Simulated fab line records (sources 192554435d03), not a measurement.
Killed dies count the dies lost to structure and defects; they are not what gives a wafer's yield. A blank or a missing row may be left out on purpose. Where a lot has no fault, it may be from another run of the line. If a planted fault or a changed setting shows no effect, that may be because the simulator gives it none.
Which of the tools did it? | flow n5_finfet | 24 lots with 72 wafers sampled at 6 steps, on a route of 1938 steps

== WHAT THE GAUGES SHOWED, per wafer ==
N5_HKMG_FIN_CD_MEAS_49: target cd 202 nm.
lot  | measured    | on        | cd_nm (nm)
L074 | day 3 22:56 | cd_sem-01 | 202.9 203.0 203.1
L075 | day 4 05:37 | cd_sem-01 | 202.1 203.0 202.1
L076 | day 4 15:20 | cd_sem-01 | 203.1 202.3 202.0
L077 | day 4 17:13 | cd_sem-03 | 202.0 202.3 202.2
L078 | day 5 00:17 | cd_sem-03 | 202.8 202.7 203.1
L079 | day 5 05:45 | cd_sem-01 | 203.1 202.7 202.4
L080 | day 5 11:04 | cd_sem-02 | 202.3 201.5 202.1
L081 | day 5 19:18 | cd_sem-03 | 202.7 201.2 202.7
L082 | day 6 03:14 | cd_sem-01 | 201.6 201.8 202.7
L083 | day 6 09:14 | cd_sem-01 | 202.3 203.5 202.8
L084 | day 6 16:06 | cd_sem-02 | 201.9 201.5 201.5
L085 | day 6 22:27 | cd_sem-01 | 201.7 202.8 202.9
L086 | day 7 04:59 | cd_sem-02 | 202.5 204.3 203.0
L087 | day 7 12:11 | cd_sem-03 | 203.8 203.7 203.0
L088 | day 7 14:43 | cd_sem-02 | 202.2 202.0 201.1
L089 | day 7 22:23 | cd_sem-02 | 202.3 202.5 203.0
L090 | day 7 23:59 | cd_sem-02 | 202.1 202.1 202.2
L091 | day 8 10:40 | cd_sem-01 | 202.7 201.6 202.5
L092 | day 8 14:20 | cd_sem-02 | 203.1 202.5 202.8
L093 | day 8 22:25 | cd_sem-01 | 202.9 203.4 202.5
L094 | day 9 00:25 | cd_sem-02 | 202.4 202.6 202.4
L095 | day 9 07:00 | cd_sem-02 | 201.8 202.0 201.9
L096 | day 9 12:20 | cd_sem-03 | 202.9 202.6 203.1
L097 | day 9 23:23 | cd_sem-01 | 203.0 203.9 203.9

N5_HKMG_FIN_CD_MEAS_12: target cd 92.8 nm.
lot  | measured     | on        | cd_nm (nm)
L074 | day 4 02:29  | cd_sem-01 | 93.7 93.4 93.8
L075 | day 4 09:07  | cd_sem-02 | 93.5 94.0 93.3
L076 | day 4 18:41  | cd_sem-03 | 92.0 93.3 91.2
L077 | day 4 20:35  | cd_sem-01 | 91.9 92.8 92.9
L078 | day 5 03:47  | cd_sem-03 | 91.7 91.2 91.3
L079 | day 5 09:00  | cd_sem-02 | 93.3 92.6 93.1
L080 | day 5 14:34  | cd_sem-02 | 93.1 93.1 92.8
L081 | day 5 23:10  | cd_sem-01 | 93.2 93.8 93.9
L082 | day 6 06:38  | cd_sem-01 | 93.9 94.6 93.7
L083 | day 6 12:34  | cd_sem-02 | 92.7 92.8 93.3
L084 | day 6 19:39  | cd_sem-02 | 93.1 92.5 92.4
L085 | day 7 02:12  | cd_sem-01 | 93.6 93.2 93.7
L086 | day 7 08:14  | cd_sem-02 | 93.3 92.3 92.8
L087 | day 7 15:34  | cd_sem-01 | 92.6 93.3 92.8
L088 | day 7 18:08  | cd_sem-03 | 92.3 92.8 92.5
L089 | day 8 02:02  | cd_sem-01 | 93.0 93.4 93.0
L090 | day 8 03:32  | cd_sem-03 | 93.9 93.5 94.1
L091 | day 8 14:02  | cd_sem-03 | 93.1 92.4 94.0
L092 | day 8 17:59  | cd_sem-01 | 92.3 92.6 92.7
L093 | day 9 01:51  | cd_sem-01 | 93.5 92.7 93.4
L094 | day 9 03:58  | cd_sem-03 | 93.4 92.6 93.3
L095 | day 9 10:23  | cd_sem-02 | 93.0 93.5 93.7
L096 | day 9 15:43  | cd_sem-03 | 93.1 91.8 92.6
L097 | day 10 03:26 | cd_sem-03 | 93.3 92.7 92.5

N5_GATE_CUT_CD_MEAS_13: target cd 20 nm.
lot  | measured     | on        | cd_nm (nm)
L074 | day 4 10:46  | cd_sem-01 | 20.04 20.21 20.27
L075 | day 4 17:31  | cd_sem-03 | 19.95 20.44 19.97
L076 | day 5 02:50  | cd_sem-02 | 20.13 20.48 20.08
L077 | day 5 06:03  | cd_sem-02 | 19.97 20.11 20.17
L078 | day 5 12:27  | cd_sem-03 | 20.07 20.09 20.14
L079 | day 5 17:22  | cd_sem-02 | 20.19 19.78 19.94
L080 | day 5 22:43  | cd_sem-01 | 19.80 20.07 20.04
L081 | day 6 07:41  | cd_sem-02 | 19.88 19.44 20.32
L082 | day 6 14:55  | cd_sem-02 | 19.99 19.72 19.68
L083 | day 6 21:11  | cd_sem-03 | 20.23 20.24 19.82
L084 | day 7 04:11  | cd_sem-02 | 19.67 20.42 19.52
L085 | day 7 10:26  | cd_sem-03 | 20.15 20.16 20.29
L086 | day 7 16:38  | cd_sem-01 | 19.75 20.36 20.31
L087 | day 7 23:51  | cd_sem-02 | 20.06 20.25 19.69
L088 | day 8 02:33  | cd_sem-01 | 20.05 20.16 20.20
L089 | day 8 10:38  | cd_sem-03 | 19.77 19.87 20.29
L090 | day 8 11:50  | cd_sem-02 | 19.67 20.18 19.75
L091 | day 8 22:55  | cd_sem-01 | 19.97 20.31 20.30
L092 | day 9 02:17  | cd_sem-01 | 19.91 19.99 19.87
L093 | day 9 10:00  | cd_sem-01 | 20.06 20.16 19.96
L094 | day 9 12:06  | cd_sem-03 | 19.76 19.98 19.62
L095 | day 9 18:44  | cd_sem-03 | 19.79 19.95 19.91
L096 | day 9 23:46  | cd_sem-02 | 20.09 20.52 20.11
L097 | day 10 12:03 | cd_sem-03 | 19.73 19.94 19.73

== WHAT TOOL EACH LOT RAN ON (gives the tool, then ch and the chambers of the sampled wafers, and finally the start) ==
lot  | N5_HKMG_FIN_STRIP_93               | N5_GATE_CUT_ETCHBACK_30           | N5_GATE_CUT_VAPOR_ETCH_60
L074 | rie_diel-04 ch 0,2, day 3 23:45    | rie_metal-01 ch 0,1, day 4 07:16  | rie_metal-01 ch 0,1, day 4 07:17
L075 | rie_diel-04 ch 1,3, day 4 06:26    | rie_metal-02 ch 0,1, day 4 13:50  | rie_metal-02 ch 0,1, day 4 13:52
L076 | rie_diel-04 ch 1,2, day 4 16:08    | rie_metal-03 ch 0,1, day 4 23:31  | rie_metal-03 ch 0,1, day 4 23:32
L077 | rie_diel-06 ch 0,3, day 4 18:02    | rie_metal-02 ch 0,1, day 5 01:17  | rie_metal-02 ch 0,1, day 5 01:19
L078 | rie_diel-06 ch 0,1,3, day 5 01:06  | rie_metal-03 ch 0, day 5 09:07    | rie_metal-03 ch 0, day 5 09:08
L079 | rie_diel-06 ch 0,1,2, day 5 06:34  | rie_metal-01 ch 0,1, day 5 13:47  | rie_metal-01 ch 0,1, day 5 13:49
L080 | rie_diel-01 ch 2,3, day 5 11:52    | rie_metal-02 ch 0,1, day 5 19:16  | rie_metal-02 ch 0,1, day 5 19:18
L081 | rie_diel-01 ch 2,3, day 5 20:29    | rie_metal-03 ch 0,1, day 6 04:04  | rie_metal-03 ch 0,1, day 6 04:05
L082 | rie_diel-04 ch 0,1, day 6 04:04    | rie_metal-03 ch 0,1, day 6 11:21  | rie_metal-03 ch 0,1, day 6 11:23
L083 | rie_diel-04 ch 0,3, day 6 10:02    | rie_metal-03 ch 0,1, day 6 17:51  | rie_metal-03 ch 0,1, day 6 17:53
L084 | rie_diel-04 ch 0,1,2, day 6 16:59  | rie_metal-02 ch 0,1, day 7 00:50  | rie_metal-02 ch 0,1, day 7 00:52
L085 | rie_diel-06 ch 1,3, day 6 23:38    | rie_metal-03 ch 0,1, day 7 07:04  | rie_metal-03 ch 0,1, day 7 07:06
L086 | rie_diel-04 ch 0,2, day 7 05:48    | rie_metal-02 ch 0,1, day 7 13:10  | rie_metal-02 ch 0,1, day 7 13:12
L087 | rie_diel-06 ch 1,3, day 7 13:00    | rie_metal-03 ch 0,1, day 7 20:21  | rie_metal-03 ch 0,1, day 7 20:23
L088 | rie_diel-04 ch 0,1, day 7 15:32    | rie_metal-02 ch 0,1, day 7 23:07  | rie_metal-02 ch 0,1, day 7 23:08
L089 | rie_diel-01 ch 0,1, day 7 23:12    | rie_metal-01 ch 0,1, day 8 06:54  | rie_metal-01 ch 0,1, day 8 06:56
L090 | rie_diel-06 ch 1,2,3, day 8 01:00  | rie_metal-03 ch 0,1, day 8 08:22  | rie_metal-03 ch 0,1, day 8 08:24
L091 | rie_diel-04 ch 1,3, day 8 11:29    | rie_metal-02 ch 0,1, day 8 18:56  | rie_metal-02 ch 0,1, day 8 18:58
L092 | rie_diel-01 ch 0,1, day 8 15:10    | rie_metal-01 ch 0,1, day 8 22:49  | rie_metal-01 ch 0,1, day 8 22:50
L093 | rie_diel-06 ch 0,1,2, day 8 23:14  | rie_metal-02 ch 0,1, day 9 06:38  | rie_metal-02 ch 0,1, day 9 06:40
L094 | rie_diel-01 ch 0,2, day 9 01:19    | rie_metal-01 ch 0,1, day 9 08:44  | rie_metal-01 ch 0,1, day 9 08:46
L095 | rie_diel-06 ch 0,3, day 9 07:56    | rie_metal-03 ch 0, day 9 15:24    | rie_metal-03 ch 0, day 9 15:26
L096 | rie_diel-01 ch 1,2,3, day 9 13:10  | rie_metal-01 ch 0,1, day 9 20:26  | rie_metal-01 ch 0,1, day 9 20:28
L097 | rie_diel-01 ch 0,2,3, day 10 00:53 | rie_metal-01 ch 0,1, day 10 08:41 | rie_metal-01 ch 0,1, day 10 08:43
- N5_HKMG_FIN_STRIP_93: strips SOC in N2/H2, time 20 s.
- N5_GATE_CUT_ETCHBACK_30: etches TiN in Cl2/Ar, target depth 3 nm.
- N5_GATE_CUT_VAPOR_ETCH_60: etches HfO2 in BCl3/Cl2.

== AS READ BY THE TOOLS THEMSELVES (means over the sampled wafers that have a number; for cases with no such wafer, the mark the record gives instead) ==
N5_HKMG_FIN_STRIP_93.
lot  | tool        | drypump_motor_current_A (A) | oes_product_au (a.u.) | rf_vpp_V (V) | showerhead_plenum_p_Torr (Torr) | throttle_valve_pct (%)
L074 | rie_diel-04 | 6.0                         | 0.70                  | 54.4         | 3.41                            | 19.2
L075 | rie_diel-04 | 5.7                         | 0.70                  | 54.6         | 3.45                            | 18.9
L076 | rie_diel-04 | 6.1                         | 0.76                  | 54.6         | 3.44                            | 19.2
L077 | rie_diel-06 | 5.1                         | 0.70                  | 54.9         | 3.35                            | 18.4
L078 | rie_diel-06 | 5.3                         | 0.77                  | 54.2         | 3.34                            | 18.6
L079 | rie_diel-06 | 5.5                         | 0.76                  | 54.1         | 3.43                            | 18.7
L080 | rie_diel-01 | 5.7                         | 0.88                  | 54.1         | 3.51                            | 18.6
L081 | rie_diel-01 | 5.5                         | 0.89                  | 55.2         | 3.46                            | 18.7
L082 | rie_diel-04 | 6.2                         | 0.84                  | 55.6         | 3.47                            | 19.0
L083 | rie_diel-04 | 5.7                         | 0.77                  | 54.3         | 3.42                            | 18.8
L084 | rie_diel-04 | 6.1                         | 0.81                  | 54.1         | 3.41                            | 19.1
L085 | rie_diel-06 | 5.2                         | 0.75                  | 54.3         | 3.26                            | 18.7
L086 | rie_diel-04 | 6.0                         | 0.88                  | 53.7         | 3.39                            | 19.0
L087 | rie_diel-06 | 5.4                         | 0.78                  | 53.5         | 3.32                            | 18.7
L088 | rie_diel-04 | 6.2                         | 0.82                  | 54.3         | 3.46                            | 19.0
L089 | rie_diel-01 | 5.5                         | 0.79                  | 54.3         | 3.49                            | 18.9
L090 | rie_diel-06 | 5.4                         | 0.74                  | 53.9         | 3.35                            | 18.8
L091 | rie_diel-04 | 5.7                         | 0.85                  | 54.3         | 3.43                            | 18.6
L092 | rie_diel-01 | 5.7                         | 0.83                  | 54.5         | 3.52                            | 18.6
L093 | rie_diel-06 | 5.5                         | 0.81                  | 54.6         | 3.41                            | 18.6
L094 | rie_diel-01 | 5.9                         | 0.85                  | 54.5         | 3.56                            | 18.5
L095 | rie_diel-06 | 5.0                         | 0.77                  | 53.9         | 3.26                            | 18.4
L096 | rie_diel-01 | 5.5                         | 0.80                  | 54.7         | 3.46                            | 18.8
L097 | rie_diel-01 | 5.7                         | 0.85                  | 54.4         | 3.50                            | 18.6

N5_GATE_CUT_ETCHBACK_30.
lot  | tool         | drypump_motor_current_A (A) | mfc_cl2_sccm (sccm) | oes_product_au (a.u.) | throttle_valve_pct (%)
L074 | rie_metal-01 | 5.3                         | 39.99               | 0.79                  | 20.72
L075 | rie_metal-02 | 5.9                         | 40.12               | 0.67                  | 21.14
L076 | rie_metal-03 | 6.1                         | 40.00               | 0.90                  | 20.58
L077 | rie_metal-02 | 5.8                         | 39.98               | 0.67                  | 21.14
L078 | rie_metal-03 | 5.7                         | 40.11               | 0.92                  | 20.56
L079 | rie_metal-01 | 5.3                         | 39.95               | 0.79                  | 20.72
L080 | rie_metal-02 | 5.9                         | 40.03               | 0.66                  | 21.15
L081 | rie_metal-03 | 6.0                         | 39.97               | 0.89                  | 20.59
L082 | rie_metal-03 | 6.4                         | 39.98               | 0.86                  | 20.61
L083 | rie_metal-03 | 6.0                         | 40.09               | 0.88                  | 20.58
L084 | rie_metal-02 | 5.9                         | 39.95               | 0.80                  | 21.00
L085 | rie_metal-03 | 6.4                         | 40.05               | 0.85                  | 20.61
L086 | rie_metal-02 | 6.2                         | 39.83               | 0.89                  | 20.82
L087 | rie_metal-03 | 6.4                         | 40.02               | 0.85                  | 20.61
L088 | rie_metal-02 | 6.2                         | 39.88               | 0.88                  | 20.82
L089 | rie_metal-01 | 5.2                         | 40.07               | 0.78                  | 20.66
L090 | rie_metal-03 | 6.4                         | 39.99               | 0.84                  | 20.62
L091 | rie_metal-02 | 5.9                         | 40.00               | 0.78                  | 21.01
L092 | rie_metal-01 | 5.2                         | 39.86               | 0.78                  | 20.68
L093 | rie_metal-02 | 6.2                         | 40.19               | 0.85                  | 20.82
L094 | rie_metal-01 | 5.4                         | 40.00               | 0.77                  | 20.74
L095 | rie_metal-03 | 5.7                         | 40.02               | 0.88                  | 20.58
L096 | rie_metal-01 | 5.4                         | 40.07               | 0.77                  | 20.75
L097 | rie_metal-01 | 5.2                         | 40.03               | 0.77                  | 20.68

N5_GATE_CUT_VAPOR_ETCH_60.
lot  | tool         | drypump_motor_current_A (A) | oes_product_au (a.u.)
L074 | rie_metal-01 | 5.3                         | 0.81
L075 | rie_metal-02 | 5.9                         | 0.67
L076 | rie_metal-03 | 6.0                         | 0.92
L077 | rie_metal-02 | 5.8                         | 0.67
L078 | rie_metal-03 | 5.7                         | 0.95
L079 | rie_metal-01 | 5.4                         | 0.80
L080 | rie_metal-02 | 5.8                         | 0.67
L081 | rie_metal-03 | 6.0                         | 0.92
L082 | rie_metal-03 | 6.4                         | 0.87
L083 | rie_metal-03 | 6.0                         | 0.91
L084 | rie_metal-02 | 5.9                         | 0.81
L085 | rie_metal-03 | 6.4                         | 0.86
L086 | rie_metal-02 | 6.2                         | 0.88
L087 | rie_metal-03 | 6.4                         | 0.86
L088 | rie_metal-02 | 6.2                         | 0.88
L089 | rie_metal-01 | 5.2                         | 0.79
L090 | rie_metal-03 | 6.4                         | 0.86
L091 | rie_metal-02 | 5.9                         | 0.78
L092 | rie_metal-01 | 5.2                         | 0.79
L093 | rie_metal-02 | 6.2                         | 0.85
L094 | rie_metal-01 | 5.3                         | 0.78
L095 | rie_metal-03 | 5.7                         | 0.91
L096 | rie_metal-01 | 5.4                         | 0.79
L097 | rie_metal-01 | 5.2                         | 0.78

== THE ANSWER, worked out from the rows above alone ==
Rule: what is usual is taken from the lots themselves. Put in order of their means at a reading, lots are off if they are a third of the lots or fewer, leave a main group of 4 or more, and stand apart from it by a gap of 3 or more times the standard deviation of the main group's means; of several such gaps the widest counts. A main group is skipped when, at the precision printed for the reading in the tables above, its means are all equal. A lot without any number at a reading at which 4 lots or more have one is off too. All remaining lots with rows at the step are treated as sound. Order of review: gauges by route order, followed by the tools' own readings, for which a lot's mean as printed above is used. At the first step where some lot is off, the reading lying furthest off is the one used; lots without a number count as furthest.
No lot is off at any reading shown: from this, nothing can be told.

== WHAT THE SIMULATOR HAD INSERTED ==
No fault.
